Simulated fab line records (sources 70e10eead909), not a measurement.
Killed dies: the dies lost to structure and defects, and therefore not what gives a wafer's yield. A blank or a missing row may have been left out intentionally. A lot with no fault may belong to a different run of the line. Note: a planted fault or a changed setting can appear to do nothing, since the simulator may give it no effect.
fab line records    flow nand-harc
[record] lots = 4  wafers = 12  last-day = 24
route steps=1159 shown A_CHANNEL_HOLE_D1@460 END@1159
lots untouched by any fault: they come from a run of this same line in which no faults occurred
start-h: start of the lot's first displayed wafer, in hours after the record's first day    wait-h: hours elapsed since this lot's preceding step    " identical to the entry in the row above    L1.1+2: a row that stands for several wafers    - no value, or no start given    * or withheld: withheld    < > ~ a bound
route shown NAME@n: names a module that has steps shown in the file, with the first one's number in the route    usual: mean/standard deviation taken from wafers without a fault    same: alike in all rows    chamber/n: place in a boat    sites: the reading at each site    _std_site: standard deviation of those values    _edge_site: mean of outer sites minus mean of inner sites    radius-mm: how far each site lies from the wafer's centre    mask NAME#n: copy n    behind: tool/chamber where the wafer was last shaped    hold: cause of the lot's hold/its duration in hours/its outcome    device: the transistor (n, p or np) that didn't switch    end of line: the tests these same wafers got at the end of their route    step lacking rows: just its recipe    killed: at the first sort, the dies lost to defects and structure; wafer yield is something else    map: a wafer's dies, x killed, . not, _ none there
set.NAME: the run value of the setting; set.NAME@STEP: its run value at that earlier step    model.NAME: the simulator's own value behind a step, which no gauge read
a table for each step, a row for each wafer; lots at some steps of the route
services: from which hour (start-h, from the record's first day; less than 0 if before it) a tool's chamber was out of use, for how many hours, and why
[[steps]]
[step NHARC_A_CHANNEL_HOLE_D1_PEB_08]
[recipe] peb-temp-c = 100  peb-time-s = 65
[step NHARC_A_CHANNEL_HOLE_D1_DEVELOP_09]
[recipe] develop-time-s = 35  dev-temp-c = 23
[step NHARC_A_CHANNEL_HOLE_D1_DESCUM_15]
[recipe] time-s = 3  o2-flow-sccm = 200  ar-flow-sccm = 0  bias-power-w = 0  chemistry = O2
[step NHARC_A_CHANNEL_HOLE_D1_ETCH_38]
[recipe] target-depth-a = 390  over-etch-frac = 0.3  time-s = 65  ion-energy-ev = 80  cf4-flow-sccm = 150  ar-flow-sccm = 0  rf-w = 300  bias-w = 100  chemistry = CF4
[step NHARC_A_CHANNEL_HOLE_D1_ETCH_39]
[recipe] target-depth-a = 2600  over-etch-frac = 0.3  time-s = 325  ion-energy-ev = 200  n2-flow-sccm = 150  h2-flow-sccm = 150  ar-flow-sccm = 0  rf-w = 400  bias-w = 150  chemistry = N2/H2
[step NHARC_A_CHANNEL_HOLE_D1_ETCH_34]
[recipe] target-depth-a = 1540  time-s = 77  cf4-flow-sccm = 100  chf3-flow-sccm = 30  ar-flow-sccm = 0  rf-w = 500  bias-w = 200  chemistry = CF4/CHF3
[step NHARC_A_CHANNEL_HOLE_D1_ETCH_16]
[recipe] target-depth-a = 31000  over-etch-frac = 0.3  time-s = 806  ion-energy-ev = 150  o2-flow-sccm = 400  cos-flow-sccm = 20  ar-flow-sccm = 0  rf-w = 500  bias-w = 300  chemistry = O2/COS
[step NHARC_A_CHANNEL_HOLE_D1_ETCH_19]
[recipe] bias-v = 1200  source-w = 2500  pressure-mtorr = 15  time-s = 34.5  ar-flow-sccm = 375  c4f8-flow-sccm = 28.8  o2-flow-sccm = 96.2  temp-c = -20  target-depth-a = *  chemistry = C4F8/O2/Ar
[step NHARC_A_CHANNEL_HOLE_D1_ETCH_20]
[recipe] bias-v = 3000  source-w = withheld  pressure-mtorr = 20  time-s = 361.9  ar-flow-sccm = 375  c4f8-flow-sccm = 89.3  o2-flow-sccm = 35.7  temp-c = -20  target-depth-a = 16000  chemistry = C4F8/O2/Ar
[usual] c4f8-flow-sccm = 89.25/0.21  chamber-pressure-mTorr = 20.001/0.018  drypump-motor-current-A = 5.9/0.37  showerhead-plenum-p-Torr = 3.68/0.15  temp-c = -19.98/0.1  throttle-valve-pct = 32.154/0.0093
lot.wafer  tool         chamber  start-h  wait-h  c4f8-flow-sccm  chamber-pressure-mTorr  drypump-motor-current-A  rf-hours-counter-h  showerhead-plenum-p-Torr  temp-c  throttle-valve-pct
L339.4     har-etch-02  0        255.96   0.2     -               -                       -                        -                   -                         -       -
L339.6     "            1        "        "       -               -                       -                        -                   -                         -       -
L339.5     "            0        "        "       -               -                       -                        -                   -                         -       -
L342.1     har-etch-01  1        256.15   0.1     -               -                       -                        -                   -                         -       -
L342.4     "            0        "        "       -               -                       -                        -                   -                         -       -
L342.5     "            0        "        "       -               -                       -                        -                   -                         -       -
L348.3     har-etch-02  1        295.36   0.2     89.00           20.015                  5.6                      -                   3.84                      -20.17  32.155
L348.4     "            0        "        "       89.22           19.986                  5.9                      -                   3.51                      -19.93  32.153
L348.6     "            1        "        "       88.83           19.993                  5.6                      -                   3.85                      -20.07  32.145
L351.1     har-etch-02  0        320.38   0.1     88.94           19.985                  5.9                      168                 3.50                      -20.14  32.171
L351.2     "            1        "        "       89.24           19.976                  5.6                      168                 3.84                      -19.82  32.156
L351.5     "            0        "        "       88.93           19.999                  5.9                      -                   3.50                      -20.17  32.154
[step NHARC_A_CHANNEL_HOLE_D1_ETCH_21]
[recipe] bias-v = 3000  source-w = withheld  pressure-mtorr = 20  time-s = 514.3  ar-flow-sccm = 375  c4f8-flow-sccm = 89.3  o2-flow-sccm = 35.7  temp-c = -20  target-depth-a = 16000  chemistry = C4F8/O2/Ar
[step NHARC_A_CHANNEL_HOLE_D1_ETCH_22]
[recipe] bias-v = 3000  source-w = withheld  pressure-mtorr = 20  time-s = 666.7  ar-flow-sccm = 375  c4f8-flow-sccm = 89.3  o2-flow-sccm = 35.7  temp-c = -20  target-depth-a = 16000  chemistry = C4F8/O2/Ar
[step NHARC_A_CHANNEL_HOLE_D1_ETCH_23]
[recipe] bias-v = 5000  source-w = withheld  pressure-mtorr = 20  time-s = 819  ar-flow-sccm = 375  c4f8-flow-sccm = 89.3  o2-flow-sccm = 35.7  temp-c = -20  target-depth-a = 16000  chemistry = C4F8/O2/Ar
[step NHARC_A_CHANNEL_HOLE_D1_ETCH_24]
[recipe] bias-v = 5000  source-w = withheld  pressure-mtorr = 20  time-s = 906.2  ar-flow-sccm = 375  c4f8-flow-sccm = 93.8  o2-flow-sccm = 31.2  temp-c = -20  target-depth-a = 15000  chemistry = C4F8/O2/Ar
[step NHARC_A_CHANNEL_HOLE_D1_ETCH_25]
[recipe] bias-v = 5000  source-w = withheld  pressure-mtorr = 20  time-s = 1040.2  ar-flow-sccm = 375  c4f8-flow-sccm = 93.8  o2-flow-sccm = 31.2  temp-c = -20  target-depth-a = 15000  chemistry = C4F8/O2/Ar
[step NHARC_A_CHANNEL_HOLE_D1_ETCH_26]
[recipe] bias-v = 300  source-w = 2000  pressure-mtorr = 30  time-s = 224.1  ar-flow-sccm = 375  c4f8-flow-sccm = 11.4  o2-flow-sccm = 113.6  temp-c = -20  target-depth-a = 3000  chemistry = C4F8/O2/Ar
[step NHARC_A_CHANNEL_HOLE_D1_ETCH_33]
[recipe] bias-v = 400  source-w = 2000  pressure-mtorr = 25  time-s = 90  ar-flow-sccm = 375  c4f8-flow-sccm = 41.7  o2-flow-sccm = 83.3  temp-c = -20  target-depth-a = 4000  chemistry = C4F8/O2/Ar
[step NHARC_A_CHANNEL_HOLE_D1_STRIP_41]
[recipe] n2-flow-sccm = 150  h2-flow-sccm = 150  ar-flow-sccm = 0  bias-w = 0  chemistry = N2/H2
[step NHARC_A_CHANNEL_HOLE_D1_STRIP_42]
[recipe] cf4-flow-sccm = 100  chf3-flow-sccm = 30  ar-flow-sccm = 0  bias-w = 0  chemistry = CF4/CHF3
[step NHARC_A_CHANNEL_HOLE_D1_STRIP_43]
[recipe] o2-flow-sccm = 400  cos-flow-sccm = 20  ar-flow-sccm = 0  bias-w = 0  chemistry = O2/COS
[step NHARC_A_CHANNEL_HOLE_D1_ETCH_44]
[recipe] target-depth-a = 1400  overetch-a = 140  time-s = 77  ion-energy-ev = 100  cf4-flow-sccm = 80  o2-flow-sccm = 20  ar-flow-sccm = 0  rf-w = 300  bias-w = 100  chemistry = CF4/O2
[usual] bias-w = 99.9/0.31  cf4-flow-sccm = 80.00/0.24  drypump-motor-current-A = 5.7/0.42  oes-product-au = 0.996/0.014  rf-vpp-V = 198.0/1.1  showerhead-plenum-p-Torr = 1.35/0.036  throttle-valve-pct = 13.395/0.0095
lot.wafer  tool         chamber  start-h  wait-h  bias-w  cf4-flow-sccm  drypump-motor-current-A  oes-product-au  rf-hours-counter-h  rf-vpp-V  showerhead-plenum-p-Torr  throttle-valve-pct  model.A_CHANNEL_HOLE_D1.cd-nm
L339.4     rie-diel-08  2        260.45   0.1     99.7    79.85          5.8                      0.988           9                   198.9     1.34                      13.381              105
L339.5     "            3        "        "       100.2   80.09          5.0                      1.012           -                   197.7     1.40                      13.407              105
L339.6     "            0        "        "       99.9    79.74          5.1                      0.992           -                   198.7     1.36                      13.394              105.6
L342.1     rie-diel-02  3        260.72   0.1     99.8    80.15          6.0                      1.023           8                   196.6     1.31                      13.384              3.183
L342.4     "            1        "        "       99.5    80.13          6.2                      0.990           6                   198.5     1.39                      13.387              100.1
L342.5     "            0        "        "       99.9    80.18          5.5                      1.004           -                   197.1     1.35                      13.396              100.3
L348.4     rie-diel-02  2        299.88   0.1     100.2   79.96          6.1                      0.989           9                   198.3     1.39                      13.380              91.36
L348.3     "            1        "        "       99.4    80.23          6.2                      0.989           9                   198.9     1.39                      13.389              89.96
L348.6     "            2        "        "       100.1   79.91          6.1                      0.987           -                   197.8     1.39                      13.412              89.61
L351.1     rie-diel-02  1        325.01   0.1     100.1   79.94          6.2                      0.979           12                  197.5     1.38                      13.391              88.9
L351.2     "            3        "        "       99.6    79.49          6.0                      1.020           13                  196.2     1.30                      13.388              92.09
L351.5     "            1        "        "       100.3   79.91          6.2                      0.965           -                   199.2     1.38                      13.393              89.87
[step NHARC_A_CHANNEL_HOLE_D1_STRIP_27]
[recipe] o2-flow-sccm = 500  ar-flow-sccm = 0  bias-w = 0  chemistry = O2
[step NHARC_A_CHANNEL_HOLE_D1_PRECLEAN_28]
[recipe] time-s = *  temp-c = 50  bath-age-min = 0  chemistry = SC1
[step NHARC_A_CHANNEL_HOLE_D1_SRD_29]
[step NHARC_A_CHANNEL_HOLE_D1_CD_MEAS_30]
[usual] cd-nm = 89.7/2.1
lot.wafer  tool       chamber  start-h  wait-h  cd-nm
L339.4     cd-sem-02  -        261.23   -       0.1
L339.5     "          -        "        "       0.7
L339.6     "          -        "        "       0.4
L342.1     cd-sem-02  -        261.52   -       3.5
L342.4     "          -        "        "       0.3
L342.5     "          -        "        "       1.6
L348.3     cd-sem-03  -        300.67   -       90.5
L348.4     "          -        "        "       90.3
L348.6     "          -        "        "       88.7
L351.1     cd-sem-01  -        325.80   -       87.7
L351.2     "          -        "        "       92.2
L351.5     "          -        "        "       89.9
[step NHARC_A_CHANNEL_HOLE_D1_XSEM_31]
[recipe] landing-energy-ev = 35000
[usual] bot-cd-nm = 74.2/2.2  bow-nm = 8.6/0.3  tilt-deg = 0.08/0.05
lot.wafer  tool     chamber  start-h  wait-h  bot-cd-nm  bow-nm  tilt-deg
L339.4     xsem-02  0        261.33   0.1     0.0        0.8     0.01
L339.5     "        0        "        "       0.5        0.8     0.01
L339.6     "        0        "        "       0.3        0.8     0.01
L342.1     xsem-01  0        261.60   0.1     3.8        0.6     0.06
L342.4     "        0        "        "       0.7        0.6     0.06
L342.5     "        0        "        "       1.8        0.6     0.06
L348.3     xsem-01  0        300.76   0.1     73.8       8.5     0.07
L348.4     "        0        "        "       74.5       8.6     0.07
L348.6     "        0        "        "       72.6       8.6     0.07
L351.1     xsem-02  0        325.89   0.1     71.9       8.4     0.16
L351.2     "        0        "        "       77.1       8.4     0.16
L351.5     "        0        "        "       74.0       8.4     0.16
[step NHARC_END_SORT_01]
[recipe] temp-c = 25
[usual] killed-at-array = 28/10  killed-at-other = 0.6/1.1  killed-at-periphery = 3.6/2.6  killed-dies = 32/10  killed-open = 3.3/1.8  killed-short = 1.9/1.4
[same] gross-dies = 677
lot.wafer  tool       chamber  start-h  wait-h  killed-at-array  killed-at-other  killed-at-periphery  killed-dies  killed-open  killed-short
L342.1     prober-02  0        534.38   2.5     672              1                4                    677          4            5
L342.4     prober-02  0        536.77   3.4     675              0                2                    677          2            1
L342.5     prober-02  0        537.57   3.7     674              1                2                    677          0            1
L339.4     prober-01  0        536.72   3.4     675              0                2                    677          1            2
L339.5     prober-01  0        537.53   3.7     674              1                2                    677          2            2
L339.6     prober-01  0        538.33   4.0     673              1                3                    677          5            1
// killed by level:class
L342.1 A_CHANNEL_HOLE_D1:area-etch=630 A_CHANNEL_HOLE_D1:chamber-film-flake=16 A_SLIT:chamber-film-flake=11 A_CONTACT:chamber-film-flake=6 P_M1:geometric-particle:short=3 A_CONTACT:geometric-particle:open=2 P_CONTACT:geometric-particle:open=1 A_CHANNEL_HOLE_D1:geometric-particle:short=1
L339.4 A_CHANNEL_HOLE_D1:area-etch=664 A_CHANNEL_HOLE_D1:chamber-film-flake=5 A_CONTACT:chamber-film-flake=3 P_CONTACT:geometric-particle:open=1 A_CHANNEL_HOLE_D1:geometric-particle:short=1 A_CONTACT:geometric-particle:short=1 P_ZERO_WELL:chamber-film-flake=1 A_ZERO_WELL:chamber-film-flake=1
L342.4 A_CHANNEL_HOLE_D1:area-etch=629 A_CHANNEL_HOLE_D1:chamber-film-flake=19 A_SLIT:chamber-film-flake=13 A_CONTACT:chamber-film-flake=10 A_STAIRCASE:chamber-film-flake=2 P_CONTACT:geometric-particle:short=1 P_CONTACT:geometric-particle:open=1 A_BLC:geometric-particle:open=1
L339.5 A_CHANNEL_HOLE_D1:area-etch=662 A_CHANNEL_HOLE_D1:chamber-film-flake=7 P_CONTACT:geometric-particle:open=1 A_ONON_D1:geometric-particle:open=1 A_CHANNEL_FILL_D1:geometric-particle:short=1 A_M0:geometric-particle:short=1 P_ZERO_WELL:chamber-film-flake=1 A_ZERO_WELL:chamber-film-flake=1
L342.5 A_CHANNEL_HOLE_D1:area-etch=618 A_CHANNEL_HOLE_D1:chamber-film-flake=25 A_SLIT:chamber-film-flake=11 A_CONTACT:chamber-film-flake=11 A_STAIRCASE:chamber-film-flake=5 A_WL_FILL:geometric-particle:short=1 P_GATE:chamber-film-flake=1 P_BONDPAD:chamber-film-flake=1
L339.6 A_CHANNEL_HOLE_D1:area-etch=656 A_CHANNEL_HOLE_D1:chamber-film-flake=4 A_STAIRCASE:chamber-film-flake=3 A_CONTACT:chamber-film-flake=3 P_CONTACT:geometric-particle:open=2 A_CHANNEL_FILL_D1:geometric-particle:open=2 A_SLIT:chamber-film-flake=2 A_BLC:geometric-particle:open=1
// map L339.4 (x killed, . not)
____________x____________
_________xxxxxxx_________
_______xxxxxxxxxxx_______
______xxxxxxxxxxxxx______
_____xxxxxxxxxxxxxxx_____
____xxxxxxxxxxxxxxxxx____
____xxxxxxxxxxxxxxxxx____
___xxxxxxxxxxxxxxxxxxx___
___xxxxxxxxxxxxxxxxxxx___
__xxxxxxxxxxxxxxxxxxxxx__
__xxxxxxxxxxxxxxxxxxxxx__
_xxxxxxxxxxxxxxxxxxxxxxx_
_xxxxxxxxxxxxxxxxxxxxxxx_
_xxxxxxxxxxxxxxxxxxxxxxx_
_xxxxxxxxxxxxxxxxxxxxxxx_
_xxxxxxxxxxxxxxxxxxxxxxx_
xxxxxxxxxxxxxxxxxxxxxxxxx
xxxxxxxxxxxxxxxxxxxxxxxxx
xxxxxxxxxxxxxxxxxxxxxxxxx
xxxxxxxxxxxxxxxxxxxxxxxxx
xxxxxxxxxxxxxxxxxxxxxxxxx
_xxxxxxxxxxxxxxxxxxxxxxx_
_xxxxxxxxxxxxxxxxxxxxxxx_
_xxxxxxxxxxxxxxxxxxxxxxx_
_xxxxxxxxxxxxxxxxxxxxxxx_
_xxxxxxxxxxxxxxxxxxxxxxx_
__xxxxxxxxxxxxxxxxxxxxx__
__xxxxxxxxxxxxxxxxxxxxx__
___xxxxxxxxxxxxxxxxxxx___
___xxxxxxxxxxxxxxxxxxx___
____xxxxxxxxxxxxxxxxx____
____xxxxxxxxxxxxxxxxx____
_____xxxxxxxxxxxxxxx_____
______xxxxxxxxxxxxx______
_______xxxxxxxxxxx_______
_________xxxxxxx_________
____________x____________
// map L342.1 (x killed, . not)
____________x____________
_________xxxxxxx_________
_______xxxxxxxxxxx_______
______xxxxxxxxxxxxx______
_____xxxxxxxxxxxxxxx_____
____xxxxxxxxxxxxxxxxx____
____xxxxxxxxxxxxxxxxx____
___xxxxxxxxxxxxxxxxxxx___
___xxxxxxxxxxxxxxxxxxx___
__xxxxxxxxxxxxxxxxxxxxx__
__xxxxxxxxxxxxxxxxxxxxx__
_xxxxxxxxxxxxxxxxxxxxxxx_
_xxxxxxxxxxxxxxxxxxxxxxx_
_xxxxxxxxxxxxxxxxxxxxxxx_
_xxxxxxxxxxxxxxxxxxxxxxx_
_xxxxxxxxxxxxxxxxxxxxxxx_
xxxxxxxxxxxxxxxxxxxxxxxxx
xxxxxxxxxxxxxxxxxxxxxxxxx
xxxxxxxxxxxxxxxxxxxxxxxxx
xxxxxxxxxxxxxxxxxxxxxxxxx
xxxxxxxxxxxxxxxxxxxxxxxxx
_xxxxxxxxxxxxxxxxxxxxxxx_
_xxxxxxxxxxxxxxxxxxxxxxx_
_xxxxxxxxxxxxxxxxxxxxxxx_
_xxxxxxxxxxxxxxxxxxxxxxx_
_xxxxxxxxxxxxxxxxxxxxxxx_
__xxxxxxxxxxxxxxxxxxxxx__
__xxxxxxxxxxxxxxxxxxxxx__
___xxxxxxxxxxxxxxxxxxx___
___xxxxxxxxxxxxxxxxxxx___
____xxxxxxxxxxxxxxxxx____
____xxxxxxxxxxxxxxxxx____
_____xxxxxxxxxxxxxxx_____
______xxxxxxxxxxxxx______
_______xxxxxxxxxxx_______
_________xxxxxxx_________
____________x____________
[[services]]
tool         chamber  start-h  hours  kind
rie-diel-08  0        231.96   -      clean
rie-diel-02  3        231.98   1.4    repair
rie-diel-02  0        233.64   -      clean
rie-diel-02  1        233.64   -      clean
rie-diel-02  2        233.64   -      clean
rie-diel-02  3        233.64   -      clean
rie-diel-02  0        258.14   -      clean
rie-diel-02  1        258.14   -      clean
rie-diel-02  2        258.14   -      clean
rie-diel-02  3        258.14   -      clean
xsem-02      -        264.84   0.1    repair
rie-diel-02  -        265.91   0.7    repair
rie-diel-02  0        282.64   -      clean
rie-diel-02  1        282.64   -      clean
rie-diel-02  2        282.64   -      clean
rie-diel-02  3        282.64   -      clean
rie-diel-08  -        301.80   9.0    pm
xsem-02      -        302.00   14.0   pm
rie-diel-02  0        303.22   1.9    repair
har-etch-01  -        305.00   17.0   pm
rie-diel-02  0        307.14   -      clean
rie-diel-02  1        307.14   -      clean
rie-diel-02  2        307.14   -      clean
rie-diel-02  3        307.14   -      clean
[[key]]
[first-sign] step = NHARC_A_CHANNEL_HOLE_D1_ETCH_20  reading = tool-record  direction = missing
[effect] step = NHARC_A_CHANNEL_HOLE_D1_CD_MEAS_30  reading = cd-nm  direction = down  sigmas = 42  usual = 89.7  struck = 1.1
[effect] step = NHARC_A_CHANNEL_HOLE_D1_XSEM_31  reading = bot-cd-nm  direction = down  sigmas = 33  usual = 74.2  struck = 1.2
[effect] step = NHARC_END_SORT_01  reading = killed-at-array  direction = up  sigmas = 63  usual = 28  struck = 674
[model-effect] step = NHARC_A_CHANNEL_HOLE_D1_ETCH_44  value = A_CHANNEL_HOLE_D1.cd-nm  without = 90.24  struck = 86.52
[more-kills-born-at] NHARC_A_CHANNEL_HOLE_D1_ETCH_20@har-etch-02 = 1982  NHARC_A_CHANNEL_HOLE_D1_ETCH_20@har-etch-01 = 1877
met-at NHARC_A_CHANNEL_HOLE_D1_ETCH_20
struck-wafers L339.4,L339.5,L339.6,L342.1,L342.4,L342.5
later-rows-left-out L339.4,L339.5,L339.6,L342.1,L342.4,L342.5
tester-left-out L339,L342
[fault] kind = skipped-step-whole  tool = har-etch-01,har-etch-02  chamber = -  onset-h = 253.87  steps = NHARC_A_CHANNEL_HOLE_D1_ETCH_20  scope = struck-lots-only
// tester-left-out: of these lots the tester's yield and bins aren't shown, on N5 and GAA mostly nor the transistor test; their killed dies are dies lost to structure and defects alone, not to doping, threshold or leakage, so they don't give the yield
// later-rows-left-out: the simulator's readings of these wafers behind a module that went badly wrong aren't trusted and aren't shown, but for the sort
